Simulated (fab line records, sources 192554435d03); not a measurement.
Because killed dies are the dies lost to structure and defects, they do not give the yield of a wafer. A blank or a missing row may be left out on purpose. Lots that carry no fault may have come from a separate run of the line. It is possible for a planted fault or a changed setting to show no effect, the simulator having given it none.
fab line records | flow n5Finfet
[record] lots = 5 | wafers = 15 | lastDay = 16
route steps=1938 shown PMOS_HMC_CHANNEL_EPI@58 BEOL_M4@1111 PASSIVATION@1936
lots untouched by any fault: they come from a run of this same line in which no faults occurred
startH: hours from the record's opening day to when the first of the lot's shown wafers began | waitH: hours since the lot's step before | " identical to the entry in the row above | L1.1+2: several wafers, shown together as one row | - no value, or no start was given | * or withheld: withheld | < > ~ a bound
route shown NAME@n: NAME is a module with steps in the file, n the number in the route of the first one | usual: mean/standard deviation of fault-free wafers | same: alike in all rows | chamber/n: place in a boat | sites: the reading at each site | _std_site: the values' standard deviation | _edge_site: inner sites' mean taken away from outer sites' mean | radiusMm: for every site, how far away it sits from the centre of the wafer | mask NAME#n: copy n | behind: the tool/chamber that last shaped the wafer | hold: the reason the lot was held/the length of the hold in hours/how it ended | device: which transistor (n, p or np) failed to switch | end of line: tests of these same wafers at the route's end | for a step that has no rows: nothing shown but its recipe | killed: the dies lost at the first sort to structure and to defects; this is not the yield of the wafer | map: a wafer's dies, x killed, . not, _ none there
set.NAME: the run value of the setting; set.NAME@STEP: its run value at that earlier step | model.NAME: the simulator's own value behind a step, which no gauge read
a table for each step, a row for each wafer; lots at some steps of the route
services: when a tool's chamber went out of use (startH, in hours from the record's first day, below 0 if earlier), for how many hours, and the reason
[[steps]]
[step N5_PMOS_HMC_CHANNEL_EPI_COAT_31]
[recipe] resist = BARC | tempC = 205 | timeS = 60 | spinRpm = 1500 | resistThkNm = 66
[step N5_PMOS_HMC_CHANNEL_EPI_COAT_03]
[recipe] resist = CAR-ArF-block | spinRpm = 1500 | resistThkNm = 205
[step N5_PMOS_HMC_CHANNEL_EPI_EBR_05]
[recipe] solvent = PGMEA | ebrWidthMm = 1.5
[step N5_PMOS_HMC_CHANNEL_EPI_SOFTBAKE_04]
[recipe] tempC = 110 | timeS = 60 | resist = CAR-ArF-block
[step N5_PMOS_HMC_CHANNEL_EPI_EXPOSE_06]
[recipe] maskId = PMOS_HMC_BLK | na = 1.35 | sourceShape = conventional | sigmaOuter = 0.8 | polarization = unpolarized | targetCdNm = 240 | doseMj = 41
[step N5_PMOS_HMC_CHANNEL_EPI_PEB_07]
[recipe] pebTempC = 110 | pebTimeS = 60 | resist = CAR-ArF-block
[step N5_PMOS_HMC_CHANNEL_EPI_DEVELOP_08]
[recipe] developTimeS = 30 | developer = TMAH | resist = CAR-ArF-block | devTempC = 23 | rinseLiquid = diw | dry = airSpin
[step N5_PMOS_HMC_CHANNEL_EPI_CD_MEAS_09]
[recipe] targetCdNm = 237.4 | landingEnergyEv = 500 | detector = seInlens
[usual] cdNm = 238.0/0.96
lot.wafer | tool     | chamber | startH | waitH | cdNm
L226.2    | cdSem-01 | 0       | 29.41  | -     | 237.2
L226.3    | "        | 0       | "      | "     | 237.8
L226.5    | "        | 0       | "      | "     | 237.3
L227.1    | cdSem-02 | 0       | 35.24  | -     | 238.2
L227.3    | "        | 0       | "      | "     | 240.2
L227.4    | "        | 0       | "      | "     | 239.8
L232.1    | cdSem-02 | 0       | 65.59  | -     | 237.5
L232.3    | "        | 0       | "      | "     | 237.2
L232.5    | "        | 0       | "      | "     | 237.0
L239.3    | cdSem-01 | 0       | 108.03 | -     | 237.3
L239.5    | "        | 0       | "      | "     | 237.4
L239.6    | "        | 0       | "      | "     | 237.5
L241.2    | cdSem-03 | 0       | 119.71 | -     | 237.6
L241.5    | "        | 0       | "      | "     | 236.4
L241.6    | "        | 0       | "      | "     | 236.8
[step N5_PMOS_HMC_CHANNEL_EPI_OVL_MEAS_10]
[recipe] pointsPerWafer = 44
[usual] PMOS_HMC_BLK_OVL = 0.1/0.83
lot.wafer | tool       | chamber | startH | waitH | PMOS_HMC_BLK_OVL[nm]
L226.2    | overlay-01 | 0       | 29.44  | 0.0   | 0.1
L226.3    | "          | 0       | "      | "     | 0.3
L226.5    | "          | 0       | "      | "     | -0.3
L227.1    | overlay-01 | 0       | 35.27  | 0.0   | 0.4
L227.3    | "          | 0       | "      | "     | 1.0
L227.4    | "          | 0       | "      | "     | 0.1
L232.1    | overlay-02 | 0       | 65.62  | 0.0   | 0.9
L232.3    | "          | 0       | "      | "     | 0.4
L232.5    | "          | 0       | "      | "     | 0.1
L239.3    | overlay-01 | 0       | 108.05 | 0.0   | -0.1
L239.5    | "          | 0       | "      | "     | 0.6
L239.6    | "          | 0       | "      | "     | 0.8
L241.2    | overlay-02 | 0       | 119.74 | 0.0   | 0.9
L241.5    | "          | 0       | "      | "     | -1.4
L241.6    | "          | 0       | "      | "     | -0.1
[step N5_PMOS_HMC_CHANNEL_EPI_INSPECT_11]
[recipe] mode = adi | inspectInstrument = macro
[usual] rawDefectCount = 2.1/1.5
lot.wafer | tool             | chamber | startH | waitH | rawDefectCount
L226.2    | defectInspect-02 | -       | 29.46  | 0.0   | 0
L226.3    | "                | -       | "      | "     | 2
L226.5    | "                | -       | "      | "     | 1
L227.1    | defectInspect-02 | -       | 35.29  | 0.0   | 3
L227.3    | "                | -       | "      | "     | 2
L227.4    | "                | -       | "      | "     | 0
L232.1    | defectInspect-01 | -       | 65.65  | 0.0   | 0
L232.3    | "                | -       | "      | "     | 3
L232.5    | "                | -       | "      | "     | 1
L239.3    | defectInspect-02 | -       | 108.08 | 0.0   | 1
L239.5    | "                | -       | "      | "     | 0
L239.6    | "                | -       | "      | "     | 1
L241.2    | defectInspect-02 | -       | 119.76 | 0.0   | 1
L241.5    | "                | -       | "      | "     | 2
L241.6    | "                | -       | "      | "     | 0
[step N5_PMOS_HMC_CHANNEL_EPI_DESCUM_14]
[recipe] chemistry = O2 | timeS = 7.9 | sourcePowerW = 50 | biasPowerW = 20 | pressureMtorr = 20 | rfFrequencyHz = 2.712e+07 | tempC = 40 | resist = CAR-ArF-block | o2FlowSccm = 225
[usual] drypumpMotorCurrentA = 5.8/0.54 | oesProductAu = 0.75/0.077 | rfVppV = 243.2/1.4 | showerheadPlenumPTorr = 2.09/0.065 | throttleValvePct = 20.46/0.19
lot.wafer | tool       | chamber | startH | waitH | drypumpMotorCurrentA | oesProductAu | rfHoursCounterH | rfVppV | showerheadPlenumPTorr | throttleValvePct
L226.2    | rieDiel-02 | 0       | 29.49  | 0.0   | 5.0                  | 0.72         | 205             | 240.9  | 1.98                  | 20.39
L226.3    | "          | 2       | "      | "     | 6.8                  | 0.90         | 22              | 243.1  | 2.13                  | 20.57
L226.5    | "          | 0       | "      | "     | 5.0                  | 0.71         | -               | 241.5  | 1.98                  | 20.40
L227.1    | rieDiel-04 | 1       | 35.33  | 0.0   | 5.3                  | 0.72         | 197             | 244.6  | 2.15                  | 20.16
L227.3    | "          | 3       | "      | "     | 5.5                  | 0.70         | 216             | 241.0  | 2.01                  | 20.41
L227.4    | "          | 1       | "      | "     | 5.3                  | 0.71         | -               | 246.3  | 2.15                  | 20.16
L232.1    | rieDiel-04 | 3       | 65.68  | 0.0   | 5.5                  | 0.70         | 227             | 242.0  | 2.00                  | 20.44
L232.3    | "          | 0       | "      | "     | 5.4                  | 0.68         | 211             | 244.2  | 2.15                  | 20.79
L232.5    | "          | 3       | "      | "     | 5.5                  | 0.71         | -               | 241.1  | 2.00                  | 20.43
L239.3    | rieDiel-02 | 3       | 108.11 | 0.0   | 6.5                  | 0.80         | 129             | 242.9  | 2.09                  | 20.43
L239.5    | "          | 1       | "      | "     | 6.2                  | 0.71         | -               | 241.9  | 2.05                  | 20.61
L239.6    | "          | 2       | "      | "     | 6.7                  | 0.88         | -               | 243.6  | 2.12                  | 20.61
L241.2    | rieDiel-05 | 2       | 119.80 | 0.0   | 6.4                  | 0.95         | 15              | 242.4  | 2.07                  | 20.40
L241.5    | "          | 2       | "      | "     | 6.4                  | 0.95         | -               | 242.9  | 2.07                  | 20.40
L241.6    | "          | 1       | "      | "     | 5.6                  | 0.80         | -               | 241.5  | 2.03                  | 20.30
[step N5_PMOS_HMC_CHANNEL_EPI_ETCH_32]
[recipe] chemistry = N2/H2 | target = BARC | stopOn = SiO2 | targetDepthA = 858 | overEtchFrac = 0.3 | timeS = 50.3 | ionEnergyEv = 200 | maskMaterial = CAR-ArF-block | pressureMtorr = 30 | sourceW = 840 | biasW = 150 | n2FlowSccm = 200 | h2FlowSccm = 200
[usual] biasW = 149.9/0.41 | drypumpMotorCurrentA = 5.8/0.54 | n2FlowSccm = 200.0/0.55 | oesProductAu = 0.64/0.063 | rfVppV = 523.9/2.4 | showerheadPlenumPTorr = 2.54/0.088 | throttleValvePct = 17.97/0.24
lot.wafer | tool       | chamber | startH | waitH | biasW | drypumpMotorCurrentA | n2FlowSccm | oesProductAu | rfHoursCounterH | rfVppV | showerheadPlenumPTorr | throttleValvePct
L226.2    | rieDiel-02 | 0       | 29.53  | 0.0   | 149.5 | 5.1                  | 199.9      | 0.62         | 205             | 520.1  | 2.40                  | 17.90
L226.3    | "          | 2       | "      | "     | 149.9 | 6.7                  | 199.2      | 0.78         | 22              | 525.9  | 2.59                  | 18.03
L226.5    | "          | 0       | "      | "     | 149.5 | 5.1                  | 200.2      | 0.61         | -               | 519.8  | 2.40                  | 17.91
L227.1    | rieDiel-04 | 1       | 35.36  | 0.0   | 150.0 | 5.4                  | 201.0      | 0.61         | 197             | 525.8  | 2.64                  | 17.91
L227.3    | "          | 3       | "      | "     | 149.1 | 5.5                  | 199.1      | 0.60         | 216             | 519.2  | 2.40                  | 17.58
L227.4    | "          | 1       | "      | "     | 149.7 | 5.4                  | 200.2      | 0.61         | -               | 526.3  | 2.64                  | 17.92
L232.1    | rieDiel-04 | 3       | 65.72  | 0.0   | 149.7 | 5.5                  | 199.5      | 0.61         | 227             | 520.2  | 2.39                  | 17.60
L232.3    | "          | 0       | "      | "     | 149.9 | 5.4                  | 199.5      | 0.59         | 211             | 526.3  | 2.62                  | 18.36
L232.5    | "          | 3       | "      | "     | 150.1 | 5.5                  | 200.6      | 0.60         | -               | 521.0  | 2.39                  | 17.60
L239.3    | rieDiel-02 | 3       | 108.15 | 0.0   | 150.2 | 6.5                  | 200.3      | 0.68         | 129             | 524.4  | 2.55                  | 17.89
L239.5    | "          | 1       | "      | "     | 150.4 | 6.2                  | 200.4      | 0.60         | -               | 522.4  | 2.51                  | 18.30
L239.6    | "          | 2       | "      | "     | 150.2 | 6.7                  | 200.1      | 0.74         | -               | 523.7  | 2.58                  | 18.07
L241.2    | rieDiel-05 | 2       | 119.83 | 0.0   | 150.1 | 6.5                  | 201.3      | 0.81         | 15              | 524.1  | 2.50                  | 17.68
L241.5    | "          | 2       | "      | "     | 149.5 | 6.5                  | 201.0      | 0.80         | -               | 521.4  | 2.50                  | 17.68
L241.6    | "          | 1       | "      | "     | 150.0 | 5.6                  | 200.2      | 0.67         | -               | 519.6  | 2.45                  | 17.72
[step N5_PMOS_HMC_CHANNEL_EPI_HM_OPEN_15]
[recipe] chemistry = CHF3/O2 | target = SiO2 | maskMaterial = CAR-ArF-block | targetDepthA = 406 | CHF3_flow_sccm = 50 | O2_flow_sccm = 5 | Ar_flow_sccm = 200 | timeS = 20.3 | pressureMtorr = 30 | sourceW = 650 | biasW = 170 | ionEnergyEv = 200
[usual] biasW = 170.0/0.46 | drypumpMotorCurrentA = 5.8/0.54 | oesProductAu = 0.75/0.074 | rfVppV = 523/14 | showerheadPlenumPTorr = 2.41/0.08 | throttleValvePct = 18.96/0.2
lot.wafer | tool       | chamber | startH | waitH | biasW | drypumpMotorCurrentA | oesProductAu | rfHoursCounterH | rfVppV | showerheadPlenumPTorr | throttleValvePct | model.CAR-ArF-block_of_PMOS_HMC_CHANNEL_EPI_COAT_03.thkNm | model.etch.depthNm
L226.2    | rieDiel-02 | 0       | 29.57  | 0.0   | 169.9 | 5.0                  | 0.72         | 205             | 517    | 2.27                  | 18.85            | 90.84                                                     | 41.06
L226.3    | "          | 2       | "      | "     | 169.5 | 6.8                  | 0.90         | 22              | 516    | 2.46                  | 19.09            | 95.61                                                     | 40.2
L226.5    | "          | 0       | "      | "     | 169.5 | 5.0                  | 0.72         | -               | 516    | 2.28                  | 18.87            | 91.11                                                     | 40.72
L227.1    | rieDiel-04 | 1       | 35.40  | 0.0   | 170.3 | 5.4                  | 0.71         | 197             | 524    | 2.50                  | 18.78            | 93                                                        | 40.29
L227.3    | "          | 3       | "      | "     | 168.8 | 5.5                  | 0.69         | 216             | 501    | 2.29                  | 18.75            | 93.36                                                     | 39.32
L227.4    | "          | 1       | "      | "     | 170.0 | 5.4                  | 0.71         | -               | 523    | 2.50                  | 18.77            | 93.87                                                     | 40.19
L232.1    | rieDiel-04 | 3       | 65.76  | 0.0   | 170.2 | 5.5                  | 0.63         | 227             | 501    | 2.29                  | 18.74            | 100.7                                                     | 33.64
L232.3    | "          | 0       | "      | "     | 170.6 | 5.4                  | 0.69         | 211             | 551    | 2.47                  | 19.27            | 93.58                                                     | 40.97
L232.5    | "          | 3       | "      | "     | 170.8 | 5.5                  | 0.70         | -               | 500    | 2.29                  | 18.78            | 93.91                                                     | 40.18
L239.3    | rieDiel-02 | 3       | 108.19 | 0.0   | 170.9 | 6.5                  | 0.78         | 129             | 519    | 2.42                  | 18.95            | 94.84                                                     | 39.71
L239.5    | "          | 1       | "      | "     | 170.4 | 6.2                  | 0.70         | -               | 526    | 2.39                  | 19.25            | 95.95                                                     | 39.98
L239.6    | "          | 2       | "      | "     | 169.8 | 6.7                  | 0.86         | -               | 515    | 2.45                  | 19.13            | 95.82                                                     | 39.81
L241.2    | rieDiel-05 | 2       | 119.87 | 0.0   | 170.4 | 6.5                  | 0.95         | 15              | 511    | 2.38                  | 18.82            | 90.88                                                     | 40.79
L241.5    | "          | 2       | "      | "     | 170.7 | 6.4                  | 0.94         | -               | 510    | 2.38                  | 18.81            | 91.81                                                     | 40.07
L241.6    | "          | 1       | "      | "     | 170.4 | 5.6                  | 0.79         | -               | 508    | 2.33                  | 18.72            | 89.59                                                     | 40.73
[step N5_PMOS_HMC_CHANNEL_EPI_STRIP_33]
[recipe] chemistry = N2/H2 | powerW = 500 | tempC = 40 | pressureMtorr = 50 | rfFrequencyHz = 6e+07 | overashFraction = 0.3 | biasPowerW = 8 | h2Frac = 0.5 | n2FlowSccm = 300 | h2FlowSccm = 300
[usual] drypumpMotorCurrentA = 5.8/0.54 | n2FlowSccm = 300.0/0.83 | oesProductAu = 0.75/0.078 | rfVppV = 54.3/1.7 | showerheadPlenumPTorr = 3.36/0.11 | throttleValvePct = 19.1/0.45
lot.wafer | tool       | chamber | startH | waitH | drypumpMotorCurrentA | n2FlowSccm | oesProductAu | rfHoursCounterH | rfVppV | showerheadPlenumPTorr | throttleValvePct
L226.2    | rieDiel-02 | 0       | 29.63  | 0.0   | 5.0                  | 301.7      | 0.73         | 205             | 54.5   | 3.18                  | 19.1
L226.3    | "          | 2       | "      | "     | 6.7                  | 300.0      | 0.92         | 22              | 54.2   | 3.42                  | 19.1
L226.5    | "          | 0       | "      | "     | 5.1                  | 300.2      | 0.72         | -               | 49.3   | 3.18                  | 19.1
L227.1    | rieDiel-04 | 1       | 35.46  | 0.0   | 5.3                  | 300.1      | 0.69         | 197             | 54.5   | 3.48                  | 19.3
L227.3    | "          | 3       | "      | "     | 5.5                  | 300.5      | 0.70         | 216             | 54.5   | 3.17                  | 18.4
L227.4    | "          | 1       | "      | "     | 5.3                  | 298.9      | 0.70         | -               | 54.8   | 3.48                  | 19.4
L232.1    | rieDiel-04 | 3       | 65.82  | 0.0   | 5.5                  | 300.1      | 0.69         | 227             | 55.5   | 3.17                  | 18.4
L232.3    | "          | 0       | "      | "     | 5.4                  | 300.7      | 0.69         | 211             | 52.5   | 3.45                  | 19.6
L232.5    | "          | 3       | "      | "     | 5.5                  | 301.3      | 0.70         | -               | 51.8   | 3.17                  | 18.4
L239.3    | rieDiel-02 | 3       | 108.24 | 0.0   | 6.5                  | 300.7      | 0.78         | 129             | 53.3   | 3.37                  | 18.8
L239.5    | "          | 1       | "      | "     | 6.2                  | 300.4      | 0.71         | -               | 52.0   | 3.31                  | 19.9
L239.6    | "          | 2       | "      | "     | 6.8                  | 299.6      | 0.87         | -               | 55.2   | 3.41                  | 19.1
L241.2    | rieDiel-05 | 2       | 119.93 | 0.0   | 6.5                  | 301.1      | 0.95         | 15              | 51.0   | 3.30                  | 18.5
L241.5    | "          | 2       | "      | "     | 6.5                  | 300.4      | 0.94         | -               | 55.5   | 3.30                  | 18.5
L241.6    | "          | 1       | "      | "     | 5.6                  | 300.1      | 0.78         | -               | 53.4   | 3.24                  | 18.8
[step N5_BEOL_M4_RC_MEAS_101]
[usual] DIBL_N = 36.0/1.7 | DIBL_P = 36.0/2 | IOFF_N = 0.156/0.028 | IOFF_P = 0.21/0.04 | ION_N = 673/12 | ION_P = 463/8.3 | SS_N = 71.4/0.6 | SS_P = 73.3/0.66 | VT_N = 250/3 | VT_P = -250/3.8
lot.wafer | tool      | chamber | startH | waitH | DIBL_N[mV/V] | DIBL_P[mV/V] | IOFF_N[nA/um] | IOFF_P[nA/um] | ION_N[uA/um] | ION_P[uA/um] | SS_N[mV/dec] | SS_P[mV/dec] | VT_N[mV] | VT_P[mV]
L226.2    | prober-02 | 0       | 169.46 | 0.2   | 32.8         | 32.6         | 0.114         | 0.14          | 664          | 451          | 71.0         | 71.6         | 255      | -259
L226.3    | "         | 0       | "      | "     | 34.9         | 35.6         | 0.151         | 0.18          | 692          | 466          | 71.0         | 73.7         | 250      | -253
L226.5    | "         | 0       | "      | "     | 33.6         | 35.5         | 0.134         | 0.17          | 675          | 458          | 70.9         | 73.3         | 252      | -254
L227.1    | prober-02 | 0       | 179.40 | 0.3   | 35.9         | 35.2         | 0.134         | 0.17          | 681          | 460          | 71.6         | 73.2         | 256      | -254
L227.3    | "         | 0       | "      | "     | 35.1         | 34.5         | 0.127         | 0.17          | 660          | 450          | 71.4         | 72.9         | 254      | -255
L227.4    | "         | 0       | "      | "     | 37.7         | 37.4         | 0.168         | 0.19          | 671          | 462          | 71.4         | 73.2         | 253      | -254
L232.1    | prober-02 | 0       | 207.88 | 0.0   | 37.3         | 35.2         | 0.166         | 0.20          | 661          | 455          | 72.5         | 73.8         | 252      | -251
L232.3    | "         | 0       | "      | "     | 36.4         | 35.3         | 0.167         | 0.21          | 680          | 473          | 71.4         | 74.1         | 249      | -250
L232.5    | "         | 0       | "      | "     | 36.3         | 35.7         | 0.160         | 0.22          | 676          | 468          | 70.8         | 74.0         | 251      | -248
L239.3    | prober-02 | 0       | 254.33 | 0.3   | 33.7         | 33.7         | 0.131         | 0.16          | 664          | 451          | 70.9         | 73.4         | 251      | -256
L239.5    | "         | 0       | "      | "     | 34.3         | 34.9         | 0.139         | 0.17          | 663          | 460          | 71.5         | 73.0         | 253      | -254
L239.6    | "         | 0       | "      | "     | 35.4         | 35.7         | 0.154         | 0.18          | 677          | 458          | 72.2         | 73.6         | 248      | -253
L241.2    | prober-02 | 0       | 274.30 | 0.2   | 36.8         | 36.6         | 0.163         | 0.23          | 694          | 475          | 71.6         | 72.9         | 247      | -247
L241.5    | "         | 0       | "      | "     | 38.2         | 37.5         | 0.184         | 0.24          | 700          | 476          | 72.0         | 73.9         | 248      | -245
L241.6    | "         | 0       | "      | "     | 38.3         | 37.1         | 0.164         | 0.23          | 673          | 463          | 72.0         | 73.0         | 250      | -249
[step N5_PASSIVATION_PROBE_49]
[usual] defectLimitedYield = 91.6/1.6 | killed_at_M0_to_M3 = 31/10 | killed_at_M4_up = 14/6.3 | killedAtContacts = 12/6.1 | killedAtFrontEnd = 39/12 | killedAtOther = 3.7/2.8 | killedDies = 100/19 | killedOnRim = 13/4.2 | killedOpen = 66/14 | killedShort = 33/8.1 | sort_bin_5_function = 5.0/1.1 | sort_bin_6_memory = 3.2/0.66 | sortNPass = 1080/18 | sortYieldPct = 91.6/1.6
[same] grossDies = 1180 | killedAtBackSide = 0 | sort_bin_4_leakage[%] = 0 | sort_bin_8_speed[%] = 0
lot.wafer | tool      | chamber | startH | waitH | defectLimitedYield[%] | killed_at_M0_to_M3 | killed_at_M4_up | killedAtContacts | killedAtFrontEnd | killedAtOther | killedDies | killedOnRim | killedOpen | killedShort | sort_bin_5_function[%] | sort_bin_6_memory[%] | sortNPass | sortYieldPct[%]
L232.1    | prober-01 | -       | 314.20 | 0.0   | 89.1                  | 29                 | 13              | 11               | 74               | 2             | 129        | 20          | 67         | 32          | 7.4                    | 3.5                  | 1051      | 89.1
// killed by level:class
L232.1 PMOS_HMC_CHANNEL_EPI:areaOpen=30 FIN_SAQP:geometricParticle:open=10 BEOL_M0_SAQP:geometricParticle:open=8 STI_FIN_REVEAL:geometricParticle:open=7 BEOL_M0_SAQP:geometricParticle:short=7 FIN_SAQP:geometricParticle:short=6 MOL_CONTACT_COAG:geometricParticle:open=6 BEOL_M2:geometricParticle:open=6
[[services]]
tool       | chamber | startH | hours | kind
rieDiel-04 | 2       | 11.39  | 43.8  | repair
rieDiel-02 | 0       | 16.27  | 1.6   | repair
rieDiel-02 | 3       | 27.34  | 12.5  | repair
rieDiel-05 | 2       | 46.82  | -     | clean
rieDiel-05 | 2       | 46.82  | -     | consumableReplace:focusRing
rieDiel-05 | 2       | 46.82  | 21.5  | scheduledDown
rieDiel-05 | 2       | 46.82  | 21.5  | ventCycle
rieDiel-05 | 1       | 55.66  | 1.7   | repair
rieDiel-05 | -       | 77.98  | 2.8   | pm
rieDiel-02 | 2       | 84.27  | 3.8   | repair
[[key]]
[firstSign] step = N5_PASSIVATION_PROBE_49 | reading = killedAtFrontEnd | direction = up | sigmas = 2.9 | usual = 39 | struck = 74
[modelEffect] step = N5_PMOS_HMC_CHANNEL_EPI_HM_OPEN_15 | value = CAR-ArF-block_of_PMOS_HMC_CHANNEL_EPI_COAT_03.thkNm | without = 93.73 | struck = 100.7
[moreKillsBornAt] N5_PMOS_HMC_CHANNEL_EPI_HM_OPEN_15@rieDiel-04 = 30
metAt N5_PMOS_HMC_CHANNEL_EPI_HM_OPEN_15
struckWafers L232.1
onsetBetween 35.40 65.76
[fault] kind = processParameterDrift | tool = rieDiel-04 | chamber = - | onsetH = 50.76 | steps = N5_PMOS_HMC_CHANNEL_EPI_HM_OPEN_15 | channel = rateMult | offset = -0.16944 | shape = step | endH = 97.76 | scope = struckWafersOnly
